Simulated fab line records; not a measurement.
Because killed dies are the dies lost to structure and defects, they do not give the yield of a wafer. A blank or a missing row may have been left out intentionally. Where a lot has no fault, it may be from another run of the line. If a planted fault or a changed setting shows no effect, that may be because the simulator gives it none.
fab line records :: flow n5_finfet
record
  lots=3
  wafers=7
  last_day=20
route steps=1938 shown BEOL_M0_SAQP@646 PASSIVATION@1936
lots that met no fault: from a run of the same line without faults
start_h: start of the lot's first displayed wafer, in hours after the record's first day :: wait_h: time in hours since the lot's previous step :: " as in the row above :: L1.1+2: a single row standing in for several wafers :: - value missing, or start not given :: * or withheld: withheld :: < > ~ a bound
route shown NAME@n: NAME is a module with steps in the file, n the number in the route of the first one :: usual: the fault-free wafers' mean and standard deviation :: same: alike in all rows :: chamber/n: place in a boat :: sites: readings site by site :: _std_site: standard deviation of those values :: _edge_site: outer sites' mean less inner sites' :: radius_mm: how far each site lies from the wafer's centre :: mask NAME#n: copy n :: behind: the tool/chamber that last shaped the wafer :: hold: cause of the lot's hold/its duration in hours/its outcome :: device: whichever transistor did not switch (one of n, p or np) :: end of line: the route-end tests of the same wafers :: where a step has no rows: the recipe by itself :: killed: count of dies lost to structure and defects at first sort (not the wafer's yield) :: map: the dies of a wafer, with x for killed, . for not killed, _ for no die there
set.NAME: the setting the step ran with; set.NAME@STEP: the setting that earlier step ran with :: model.NAME: the simulator's own value behind a step, which no gauge read
a table for each step, a row for each wafer; lots at some steps of the route
services: when a tool's chamber went out of use (start_h, in hours from the record's first day, below 0 if earlier), for how many hours, and the reason
## steps
# step N5_BEOL_M0_SAQP_EXPOSE_11
# recipe
  mask_id=M0_CORE
  na=1.35
  source_shape=dipole
  sigma_inner=0.538
  sigma_outer=0.738
  polarization=te
  target_cd_nm=42
  dose_mj=55
# step N5_BEOL_M0_SAQP_PEB_12
# recipe
  peb_temp_c=withheld
  peb_time_s=60
  resist=CAR-ArF
# step N5_BEOL_M0_SAQP_DEVELOP_13
# recipe
  develop_time_s=30
  developer=TMAH
  resist=CAR-ArF
  dev_temp_c=23
  rinse_liquid=diw
  dry=air_spin
# step N5_BEOL_M0_SAQP_DESCUM_19
# recipe
  chemistry=O2
  time_s=7.9
  source_power_w=50
  bias_power_w=20
  pressure_mtorr=20
  rf_frequency_hz=2.712e+07
  temp_c=40
  resist=CAR-ArF
  o2_flow_sccm=225
# step N5_BEOL_M0_SAQP_ETCH_83
# recipe
  chemistry=CF4
  target=SiARC
  target_depth_a=390
  mask_material=CAR-ArF
  time_s=65
  ion_energy_ev=80
  pressure_mtorr=40
  source_w=545
  bias_w=36
  Ar_flow_sccm=100
  cf4_flow_sccm=100
  ends=cleared
# step N5_BEOL_M0_SAQP_ETCH_84
# recipe
  chemistry=N2/H2
  target=SOC
  target_depth_a=1000
  overetch_a=200
  mask_material=SiARC
  temp_c=40
  time_s=150
  ion_energy_ev=200
  pressure_mtorr=30
  source_w=840
  bias_w=150
  n2_flow_sccm=200
  h2_flow_sccm=200
# step N5_BEOL_M0_SAQP_STRIP_80
# recipe
  chemistry=N2/H2
  temp_c=40
  n2_flow_sccm=200
  h2_flow_sccm=200
  rf_frequency_hz=6e+07
# step N5_BEOL_M0_SAQP_HM_OPEN_112
# recipe
  chemistry=CHF3/O2
  target=SiO2
  stop_on=a-Si
  target_depth_a=120
  over_etch_frac=1.25
  mask_material=SOC
  time_s=13.5
  pressure_mtorr=30
  source_w=650
  bias_w=170
  Ar_flow_sccm=200
  CHF3_flow_sccm=50
  O2_flow_sccm=5
  ion_energy_ev=200
  ends=end_point
# step N5_BEOL_M0_SAQP_STRIP_113
# recipe
  chemistry=CHF3/O2
  resist=SiARC
  rf_frequency_hz=6e+07
# step N5_BEOL_M0_SAQP_MANDREL_ETCH_20
# recipe
  target_depth_a=600
  chemistry=HBr/Cl2
  target=a-Si
  stop_on=SiNx
  bt_time_s=10
  mask_material=SOC
  over_etch_frac=0.5
  time_s=30
  pressure_mtorr=10
  icp_w=800
  bias_w=75
  HBr_flow_sccm=150
  Cl2_flow_sccm=80
  ends=end_point
# usual
  drypump_motor_current_A=5.5/0.5
  oes_product_au=0.775/0.013
  throttle_valve_pct=35.48/0.28
lot.wafer: L101.1
tool: rie_si-06
chamber: 3
start_h: 138.96
wait_h: 0.0
drypump_motor_current_A: 5.5
oes_product_au: 0.780
rf_hours_counter_h: 14
throttle_valve_pct: 35.70

lot.wafer: L101.2
tool: rie_si-06
chamber: 1
start_h: 138.96
wait_h: 0.0
drypump_motor_current_A: 5.6
oes_product_au: 0.794
rf_hours_counter_h: 187
throttle_valve_pct: 35.41

lot.wafer: L101.4
tool: rie_si-06
chamber: 0
start_h: 138.96
wait_h: 0.0
drypump_motor_current_A: 5.0
oes_product_au: 0.790
rf_hours_counter_h: 20
throttle_valve_pct: 35.43

lot.wafer: L107.6
tool: rie_si-06
chamber: 0
start_h: 223.10
wait_h: 0.1
drypump_motor_current_A: 5.0
oes_product_au: 0.795
rf_hours_counter_h: -
throttle_valve_pct: 35.44

lot.wafer: L116.2
tool: rie_si-05
chamber: 2
start_h: 288.09
wait_h: 0.0
drypump_motor_current_A: 5.2
oes_product_au: 0.756
rf_hours_counter_h: 114
throttle_valve_pct: 35.05

lot.wafer: L116.3
tool: rie_si-05
chamber: 0
start_h: 288.09
wait_h: 0.0
drypump_motor_current_A: 5.7
oes_product_au: 0.768
rf_hours_counter_h: 2
throttle_valve_pct: 35.53

lot.wafer: L116.6
tool: rie_si-05
chamber: 1
start_h: 288.09
wait_h: 0.0
drypump_motor_current_A: 5.0
oes_product_au: 0.776
rf_hours_counter_h: -
throttle_valve_pct: 35.93
# step N5_BEOL_M0_SAQP_STRIP_86
# recipe
  chemistry=N2/H2
  power_w=500
  temp_c=40
  pressure_mtorr=50
  rf_frequency_hz=6e+07
  overash_fraction=0.3
  bias_power_w=28
  h2_frac=0.5
  n2_flow_sccm=300
  h2_flow_sccm=300
# step N5_BEOL_M0_SAQP_STRIP_115
# recipe
  chemistry=post_etch_residue_remover
  time_s=60
  temp_c=25
  remover_ph=withheld
  remover_water_wt_pct=withheld
  remover_fluoride_wt_pct=withheld
# step N5_BEOL_M0_SAQP_SRD_93
# recipe
  dry=ipa_marangoni
  time_s=30
  temp_c=23
  rinse_liquid=diw
# step N5_BEOL_M0_SAQP_RECESS_114
# recipe
  chemistry=HF/NH3
  target=SiO2
  target_depth_a=144
  afs_cycles=3
  temp_c=30
  sublimation_temp_c=180
  sublimation_time_s=60
# step N5_BEOL_M0_SAQP_SPACER1_ALD_98
# recipe
  material=SiO2
  target_thk_a=128
  temp_c=300
  ald_precursor_family=BDEAS
  ald_co_reactant=O2-plasma
  pulse_time_s=1
  purge_time_s=2
  co_reactant_purge_time_s=2
  ald_cycles=138
  pressure_torr=2
# step N5_BEOL_M0_SAQP_SPACER1_ETCHBACK_99
# recipe
  chemistry=CHF3/O2
  mode=anisotropic_etchback
  target=SiO2
  target_depth_a=154
  time_s=7.7
  pressure_mtorr=30
  source_w=650
  bias_w=170
  Ar_flow_sccm=200
  CHF3_flow_sccm=50
  O2_flow_sccm=5
  ion_energy_ev=200
# step N5_BEOL_M0_SAQP_MANDREL1_REMOVE_100
# recipe
  chemistry=HBr/Cl2/O2
  bt_time_s=10
  target=a-Si
  stop_on=SiNx
  endpoint=OES-SiCl
  over_etch_frac=0.85
  icp_w=600
  bias_w=30
  HBr_flow_sccm=150
  Cl2_flow_sccm=80
  O2_flow_sccm=5
  pressure_mtorr=10
# step N5_BEOL_M0_SAQP_ETCH_101
# recipe
  chemistry=CH3F/O2
  target=SiNx
  mask_material=SiO2
  target_depth_a=299
  time_s=42.7
  pressure_mtorr=30
  source_w=395
  bias_w=73
  Ar_flow_sccm=150
  CH3F_flow_sccm=30
  O2_flow_sccm=20
  ion_energy_ev=120
# step N5_BEOL_M0_SAQP_ETCH_102
# recipe
  chemistry=CF4
  target=SiO2
  target_depth_a=40
  ion_energy_ev=350
  time_s=4.4
  pressure_mtorr=10
  icp_w=800
  bias_w=400
  cf4_flow_sccm=80
# step N5_BEOL_M0_SAQP_MANDREL_ETCH_103
# recipe
  chemistry=HBr/Cl2
  target=a-Si
  target_depth_a=450
  bt_time_s=10
  stop_on=SiCN
  mask_material=SiO2
  over_etch_frac=0.8
  time_s=27
  pressure_mtorr=10
  icp_w=800
  bias_w=75
  HBr_flow_sccm=150
  Cl2_flow_sccm=80
  ends=end_point
# step N5_BEOL_M0_SAQP_RECESS_104
# recipe
  chemistry=HF/NH3
  target=SiO2
  target_depth_a=180
  afs_cycles=3
  temp_c=30
  sublimation_temp_c=180
  sublimation_time_s=60
# step N5_BEOL_M0_SAQP_COAT_105
# recipe
  resist=SOC
  temp_c=250
  time_s=60
  spin_rpm=1500
  resist_thk_nm=100
# step N5_BEOL_M0_SAQP_ETCH_106
# recipe
  chemistry=N2/H2
  target=SOC
  target_depth_a=1500
  stop_on=SiNx
  ion_energy_ev=100
  bias_w=61
  pressure_mtorr=30
  source_w=850
  n2_flow_sccm=200
  h2_flow_sccm=200
# step N5_BEOL_M0_SAQP_ETCH_107
# recipe
  chemistry=CH3F/O2
  target=SiNx
  target_depth_a=300
  mask_material=SOC
  pressure_mtorr=30
  source_w=395
  bias_w=73
  Ar_flow_sccm=150
  CH3F_flow_sccm=30
  O2_flow_sccm=20
  ion_energy_ev=120
# step N5_BEOL_M0_SAQP_STRIP_108
# recipe
  chemistry=N2/H2
  power_w=500
  temp_c=40
  pressure_mtorr=50
  rf_frequency_hz=6e+07
  overash_fraction=0.3
  bias_power_w=28
  h2_frac=0.5
  n2_flow_sccm=300
  h2_flow_sccm=300
# step N5_BEOL_M0_SAQP_RECESS_109
# recipe
  chemistry=HF/NH3
  target=SiO2
  target_depth_a=30
  afs_cycles=1
  temp_c=30
  sublimation_temp_c=180
  sublimation_time_s=60
# step N5_BEOL_M0_SAQP_SPACER2_ALD_26
# recipe
  material=SiO2
  target_thk_a=150
  temp_c=300
  ald_precursor_family=BDEAS
  ald_co_reactant=O2-plasma
  pulse_time_s=1
  purge_time_s=2
  co_reactant_purge_time_s=2
  pressure_torr=2
# step N5_BEOL_M0_SAQP_SPACER2_ETCHBACK_27
# recipe
  chemistry=CHF3/O2
  mode=anisotropic_etchback
  target=SiO2
  target_depth_a=225
  time_s=11.25
  pressure_mtorr=30
  source_w=650
  bias_w=170
  Ar_flow_sccm=200
  CHF3_flow_sccm=50
  O2_flow_sccm=5
  ion_energy_ev=200
# step N5_BEOL_M0_SAQP_MANDREL2_REMOVE_110
# recipe
  chemistry=HBr/Cl2/O2
  bt_time_s=10
  target=a-Si
  stop_on=SiCN
  endpoint=OES-SiCl
  over_etch_frac=1
  icp_w=600
  bias_w=30
  HBr_flow_sccm=150
  Cl2_flow_sccm=80
  O2_flow_sccm=5
  pressure_mtorr=10
# step N5_BEOL_M0_SAQP_COAT_69
# recipe
  resist=SOC
  temp_c=250
  time_s=60
  spin_rpm=1500
  resist_thk_nm=90
# step N5_BEOL_M0_SAQP_COAT_72
# recipe
  resist=SiARC
  temp_c=220
  time_s=60
  spin_rpm=1500
  resist_thk_nm=15
# step N5_BEOL_M0_SAQP_COAT_87
# recipe
  resist=underlayer
  temp_c=205
  time_s=60
  spin_rpm=1500
  resist_thk_nm=5
# step N5_BEOL_M0_SAQP_COAT_34
# recipe
  resist=CAR-EUV
  spin_rpm=1500
  resist_thk_nm=30
# step N5_BEOL_M0_SAQP_EBR_36
# recipe
  solvent=PGMEA
  ebr_width_mm=1.5
# step N5_BEOL_M0_SAQP_SOFTBAKE_35
# recipe
  temp_c=110
  time_s=60
  resist=CAR-EUV
# step N5_BEOL_M0_SAQP_EXPOSE_37
# recipe
  mask_id=M0_CUT1
  na=0.33
  source_shape=annular
  sigma_inner=0.35
  sigma_outer=0.8
  polarization=unpolarized
  target_cd_nm=30
  dose_mj=44.75
# step N5_BEOL_M0_SAQP_PEB_38
# recipe
  peb_temp_c=100
  peb_time_s=60
  resist=CAR-EUV
# step N5_PASSIVATION_PROBE_49
# usual
  defect_limited_yield=91.2/1.3
  killed_at_M0_to_M3=34/9.2
  killed_at_M4_up=14/5
  killed_at_contacts=13/6.7
  killed_at_front_end=39/12
  killed_at_other=4/3.3
  killed_dies=104/15
  killed_on_rim=14/3.7
  killed_open=68/12
  killed_short=34/7.5
  sort_bin_5_function=5.2/0.87
  sort_bin_6_memory=3.3/0.63
  sort_n_pass=1076/15
  sort_yield_pct=91.2/1.3
# same
  gross_dies=1180
  killed_at_back_side=0
  sort_bin_4_leakage[%]=0
  sort_bin_8_speed[%]=0
lot.wafer: L101.1
tool: prober-01
chamber: -
start_h: 350.12
wait_h: 0.0
defect_limited_yield[%]: 90.9
killed_at_M0_to_M3: 35
killed_at_M4_up: 23
killed_at_contacts: 12
killed_at_front_end: 36
killed_at_other: 1
killed_dies: 107
killed_on_rim: 13
killed_open: 75
killed_short: 27
sort_bin_5_function[%]: 5.8
sort_bin_6_memory[%]: 3.2
sort_n_pass: 1073
sort_yield_pct[%]: 90.9

lot.wafer: L107.6
tool: prober-02
chamber: -
start_h: 385.39
wait_h: 0.3
defect_limited_yield[%]: 82.5
killed_at_M0_to_M3: 116
killed_at_M4_up: 19
killed_at_contacts: 9
killed_at_front_end: 61
killed_at_other: 1
killed_dies: 206
killed_on_rim: 18
killed_open: 81
killed_short: 23
sort_bin_5_function[%]: 11.4
sort_bin_6_memory[%]: 5.0
sort_n_pass: 974
sort_yield_pct[%]: 82.5
# killed by level:class
L101.1 MOL_CONTACT_COAG:geometric_particle:open=12 BEOL_M2:geometric_particle:open=10 FIN_SAQP:geometric_particle:open=9 BEOL_M4:geometric_particle:open=9 FIN_SAQP:geometric_particle:short=8 BEOL_M1:geometric_particle:open=6 BEOL_M3:geometric_particle:open=6 BEOL_M3:geometric_particle:short=4
L107.6 BEOL_M0_SAQP:unspecified=99 FIN_SAQP:geometric_particle:open=26 BEOL_M4:geometric_particle:open=11 STI_FIN_REVEAL:geometric_particle:open=8 MOL_CONTACT_COAG:geometric_particle:open=7 DUMMY_GATE:geometric_particle:open=6 BEOL_M0_SAQP:geometric_particle:open=6 FIN_SAQP:geometric_particle:short=4
# map L107.6 (x killed, . not)
_________________......x.....________________
______________.....xx.......x..._____________
___________.x............x...x.x...__________
__________..xx........x............._________
________...................x.x........_______
_______x........x..........x...x.....x.______
______..............x..............x..x._____
_____...x...x......x.........x.x.......x.____
____...........x..........................___
___..........x.x............x..............__
___....................x...................__
__....x.............x............x.........x_
__...........................x...x..x......._
_x.............xx.....x.x..x.........x....xx.
_.....x.....x.......x.....x...x..x...x...x..x
_.........................x......x.......x...
_............................................
_..x.......................x....xx....xx.....
_.....xx.............xx.....xx.x.......x.....
_.x.....................xx.x.xx..............
_..........x........x.x.xxxxxxxx.x.......x...
__....................xxxxxxxxxx.x....x....x_
__................x.xxxxxxxxxxxxxx.........._
___.......xx....x....xxxxxxxxxxx.........x.__
___...............xxx.xxxxxxx.x.....x......__
____x...........x...xxxxxxxxx.xx........x.___
_____x...x...........xxxxxxxxxx.....x.x..____
______.....x..........x.xxxxxx.........._____
_______.........x.....x.xxxxxx.........______
________.............x.xx..xx...x.x..._______
__________...............x..x......._________
___________.............x........x.__________
______________.......x..x......._____________
_________________...........x________________
# map L101.1 (x killed, . not)
_________________..x.........________________
______________x................._____________
___________........................__________
__________......x.x.........xx......_________
________.................x............_______
_______.....x.....................x....______
______.x.x.........x.x..x...x..........._____
_____....................................____
____...x................x.x...............___
___...x..............x........x..........x.__
___......x......x....x.....x...x.......x...__
__................xx.............x.........._
__...xx.....x....x.x.........x............x._
_.................x..........................
_...x.....x....................x..x..........
_.....x......x.x.............x.............x.
_.............x...........x..................
_......................x..............x..x...
_x........................x..............x...
_...x...........x............x...............
_......x....x............................x...
__............................x......x......_
__....x..........................x.........._
___..x.......x.........x.x.........x..x....__
___x.........x...........x..........x......__
____...x.........x.................x...x..___
_____...x..x..x........x........x...x..x.____
______.....x..............x........x...._____
_______..x...............x.............______
________.x........x...........x..xx..._______
__________........x.x..............._________
___________...x.x..............x...__________
______________xx.......xx......._____________
_________________....x.......________________
## services
tool: rie_si-05
chamber: 0
start_h: 154.87
hours: -
kind: clean

tool: rie_si-05
chamber: 0
start_h: 154.87
hours: 22.0
kind: scheduled_down

tool: rie_si-05
chamber: 0
start_h: 154.87
hours: 22.0
kind: vent_cycle

tool: rie_si-06
chamber: 2
start_h: 177.57
hours: 1.4
kind: repair

tool: rie_si-06
chamber: 1
start_h: 212.97
hours: -
kind: clean

tool: rie_si-06
chamber: 1
start_h: 212.97
hours: 16.3
kind: scheduled_down

tool: rie_si-06
chamber: 1
start_h: 212.97
hours: 16.3
kind: vent_cycle

tool: rie_si-05
chamber: 0
start_h: 238.69
hours: 2.3
kind: repair

tool: rie_si-06
chamber: -
start_h: 273.30
hours: 4.0
kind: pm
## key
first_sign
  step=N5_PASSIVATION_PROBE_49
  reading=killed_at_M0_to_M3
  direction=up
  sigmas=8.9
  usual=34
  struck=116
effect
  step=N5_PASSIVATION_PROBE_49
  reading=defect_limited_yield
  direction=down
  sigmas=6.7
  usual=91.2
  struck=82.5
more_kills_born_at
  N5_BEOL_M0_SAQP_MANDREL_ETCH_20@rie_si-06=99
met_at N5_BEOL_M0_SAQP_MANDREL_ETCH_20
struck_wafers L107.6
onset_between 138.96 223.10
earlier_fault
  kind=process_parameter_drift
  tool=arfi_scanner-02
  chamber=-
  onset_h=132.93
  steps=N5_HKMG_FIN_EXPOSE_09
  channel=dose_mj
  offset=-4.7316
  shape=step
  acts_in=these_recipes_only
  stated=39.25
fault
  kind=chamber_particle_source
  tool=rie_si-06
  chamber=0
  onset_h=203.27
  steps=N5_BEOL_M0_SAQP_MANDREL_ETCH_20
  rate_per_visit_cm2=0.37556
